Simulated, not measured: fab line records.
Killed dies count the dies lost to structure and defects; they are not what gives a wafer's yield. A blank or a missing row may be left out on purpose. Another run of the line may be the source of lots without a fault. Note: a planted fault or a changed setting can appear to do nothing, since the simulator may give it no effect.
Lot-split experiment + flow n5_finfet + route with 1938 steps; 7 lots, 21 wafers read

## THE SPLIT ITSELF
At N5_BEOL_M1_ETCH_77 (etches underlayer in N2/H2, target depth 6.5 nm, time 5.2 s), the setting source_w was moved away from the recipe's 840 W on 4 of the 21 wafers read, by -10.3% to +14.4%. The other wafers ran this setting at the recipe's value.

Reading taken at the split's own step.

## THE READING
rf_vpp_V, in V, at N5_BEOL_M1_ETCH_77 (etches underlayer in N2/H2, target depth 6.5 nm, time 5.2 s). On this fab line, fault-free wafers typically give 524.2 V with a standard deviation of 2.8 V.

| wafer  | tool, chamber at the split | source_w as run, W | against the recipe | rf_vpp_V, V | against lot-mates on the recipe |
|--------|----------------------------|--------------------|--------------------|-------------|---------------------------------|
| L075.2 | rie_diel-06, 2             | 840                | recipe             | 527.2       | -                               |
| L075.3 | rie_diel-06, 3             | 840                | recipe             | 524.7       | -                               |
| L075.6 | rie_diel-06, 2             | 840                | recipe             | 525.4       | -                               |
| L077.1 | rie_diel-06, 3             | 840                | recipe             | 522.5       | -                               |
| L077.2 | rie_diel-06, 1             | 840                | recipe             | 525.9       | -                               |
| L077.5 | rie_diel-06, 2             | 840                | recipe             | 527.5       | -                               |
| L078.4 | rie_diel-06, 3             | 840                | recipe             | 525.0       | -                               |
| L078.5 | rie_diel-06, 3             | 840                | recipe             | 525.6       | -                               |
| L078.6 | rie_diel-06, 0             | 960.8              | +14.4%             | 500.2       | -25.1                           |
| L081.1 | rie_diel-04, 3             | 840                | recipe             | 515.4       | -                               |
| L081.3 | rie_diel-04, 0             | 840                | recipe             | 520.4       | -                               |
| L081.5 | rie_diel-04, 3             | 773                | -8.0%              | 533.3       | +15.4                           |
| L082.1 | rie_diel-05, 1             | 840                | recipe             | 525.9       | -                               |
| L082.2 | rie_diel-05, 2             | 840                | recipe             | 523.5       | -                               |
| L082.5 | rie_diel-05, 1             | 840                | recipe             | 529.1       | -                               |
| L090.2 | rie_diel-05, 2             | 753.3              | -10.3%             | 544.2       | +15.4                           |
| L090.4 | rie_diel-05, 3             | 840                | recipe             | 528.8       | -                               |
| L090.6 | rie_diel-05, 3             | 753.3              | -10.3%             | 547.5       | +18.7                           |
| L093.4 | rie_diel-04, 1             | 840                | recipe             | 521.8       | -                               |
| L093.5 | rie_diel-04, 3             | 840                | recipe             | 519.5       | -                               |
| L093.6 | rie_diel-04, 2             | 840                | recipe             | 522.8       | -                               |

FIT RESULTS
A straight line over all 21 wafers: rf_vpp_V changes by -1.78 V for each +1% of source_w; r = -0.92; the points scatter about the line by 3.7 V.
The same after taking each lot's own level away (the mean of its wafers on the recipe; 21 wafers): -1.73 V for each +1%; r = -0.98; scatter 1.8 V.
According to that fit, moving source_w by its largest amount changes the reading by 25 V.
The span of the lots' own levels, 517.90 to 528.80 V, comes to 3.9 times the standard deviation stated above.
So the lot-to-lot level changes the slope little: the two slopes agree.
Check: for one of the wafers moved furthest among these (+14.4%), held out of the fit, the line's prediction against its lot-mates is -24.6 V. Against them it came out at -25.1 V.
Tool readings at the split's step, against how far the setting was moved: etch_rf_on_time_s r = -0.86; rf_vpp_V r = -0.92.

## THE OTHER SPLITS THESE WAFERS WENT THROUGH
These wafers also went through other splits before the reading. Each is held against what the fit with the lots' levels taken away leaves over:
| other split on the same wafers         | wafers away from the commonest value | r with rf_vpp_V (lot level and that fit taken away) |
|----------------------------------------|--------------------------------------|-----------------------------------------------------|
| N5_MOL_CONTACT_COAG_COAT_34 spin_rpm   | 9                                    | -0.24                                               |
| N5_MOL_CONTACT_COAG_ALD_133 ald_cycles | 12                                   | -0.18                                               |
| N5_BEOL_M0_SAQP_EXPOSE_37 dose_mj      | 8                                    | -0.03                                               |
| N5_BEOL_M0_SAQP_CUT_ETCH_46 source_w   | 9                                    | +0.32                                               |
| N5_BEOL_M0_ETCH_128 source_w           | 5                                    | -0.14                                               |
| N5_BEOL_M0_ETCH_109 bias_w             | 6                                    | -0.24                                               |

## THE WHOLE CHAIN: every reading that the file lists as answering this split, in the file's order
| step               | what it does                                                | reading           | change (the file's fit)              | r (the file's) |
|--------------------|-------------------------------------------------------------|-------------------|--------------------------------------|----------------|
| N5_BEOL_M1_ETCH_77 | etches underlayer in N2/H2, target depth 6.5 nm, time 5.2 s | etch_rf_on_time_s | withheld for each +1% of the setting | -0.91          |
| N5_BEOL_M1_ETCH_77 | etches underlayer in N2/H2, target depth 6.5 nm, time 5.2 s | rf_vpp_V          | -1.75 V for each +1% of the setting  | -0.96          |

## THE FILE'S OWN FIT
rf_vpp_V changes by -1.75 V for each +1% of source_w, r = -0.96.
